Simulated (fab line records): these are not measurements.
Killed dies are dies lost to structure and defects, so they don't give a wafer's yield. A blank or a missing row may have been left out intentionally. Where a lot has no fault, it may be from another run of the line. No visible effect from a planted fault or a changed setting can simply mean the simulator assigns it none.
Matching of chambers ; flow nandHarc ; NHARC_A_BLC_STRIP_21 on rieDiel-11: 4 sister chambers
The step strips in O2. 33 wafers are shown with their chamber, then 12 later ones without.

## WAFERS, EACH WITH ITS CHAMBER
wafer;chamber;showerheadPlenumPTorr (Torr);oesProductAu (a.u.);rfVppV (V)
L074.1;3;3.67;0.999;58.2
L074.5;1;3.42;1.004;56.4
L074.6;0;3.64;0.985;57.5
L078.1;0;3.64;0.994;56.5
L078.5;1;3.42;0.999;57.3
L078.6;2;3.63;0.985;58.2
L079.1;2;3.63;0.976;58.4
L079.2;0;3.64;0.988;57.4
L079.6;1;3.42;0.997;58.7
L082.1;0;3.64;0.978;57.9
L082.4;1;3.42;0.995;57.4
L082.6;0;3.64;0.993;58.9
L084.2;2;3.63;0.987;57.1
L084.4;0;3.64;0.997;58.3
L084.6;1;3.42;0.996;57.2
L080.1;2;3.63;0.988;57.6
L080.3;0;3.64;0.985;58.0
L080.5;3;3.66;1.001;57.9
L088.2;3;3.66;1.018;57.2
L088.3;0;3.64;0.995;58.1
L088.6;1;3.42;1.020;56.9
L085.1;2;3.62;0.995;58.6
L085.2;3;3.66;1.017;57.6
L085.3;1;3.42;1.010;57.1
L091.4;3;3.66;1.005;57.7
L091.5;1;3.42;1.008;56.1
L091.6;2;3.62;0.986;58.0
L090.1;3;3.66;1.009;58.3
L090.3;2;3.62;1.000;58.2
L090.6;2;3.62;0.996;58.6
L092.3;2;3.62;0.993;57.9
L092.4;3;3.66;1.009;57.5
L092.6;3;3.66;0.995;59.7

SIGNATURES, as means of the wafers listed above
reading;chamber 0;chamber 1;chamber 2;chamber 3;scatter within a chamber
showerheadPlenumPTorr;3.6400;3.4200;3.6244;3.6612;0.00327
oesProductAu;0.98938;1.00362;0.98956;1.00662;0.00769
rfVppV;57.825;57.138;58.067;58.013;0.69
Rule: for each reading, subtract the chamber's mean from the wafer's reading, divide by that reading's scatter and square the result; add these up over the readings and take the root, which gives the wafer's distance from the chamber. If the next closest chamber is less than 2 further off than the closest, the wafer can't be placed; otherwise it belongs to the closest. The scatter: take each reading less its chamber's mean, square it, sum over the shown wafers, divide by the number of wafers less the number of chambers, and take the root.

## WAFERS WITHOUT THEIR CHAMBER
wafer;showerheadPlenumPTorr (Torr);oesProductAu (a.u.);rfVppV (V)
L093.2;3.63;0.994;58.4
L093.3;3.62;0.994;59.3
L093.4;3.41;1.013;57.0
L094.1;3.62;0.993;57.6
L094.2;3.42;1.005;59.6
L094.5;3.62;0.995;57.4
L096.1;3.63;0.988;56.8
L096.2;3.62;0.999;57.9
L096.6;3.62;0.984;56.7
L097.3;3.63;0.992;57.2
L097.4;3.66;1.003;58.2
L097.6;3.41;0.996;57.7

## WHICH CHAMBER EACH WENT THROUGH
wafer;from the rows above;in truth
L093.2;can't be placed: 2 or 0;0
L093.3;2;2
L093.4;1;1
L094.1;2;2
L094.2;1;1
L094.5;2;2
L096.1;can't be placed: 2 or 0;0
L096.2;2;2
L096.6;2;2
L097.3;can't be placed: 2 or 0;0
L097.4;3;3
L097.6;1;1
Correctly placed: 9 of 12. These rows do not allow placing 3 (true chamber among the candidates in 3). Placed wrongly: 0.
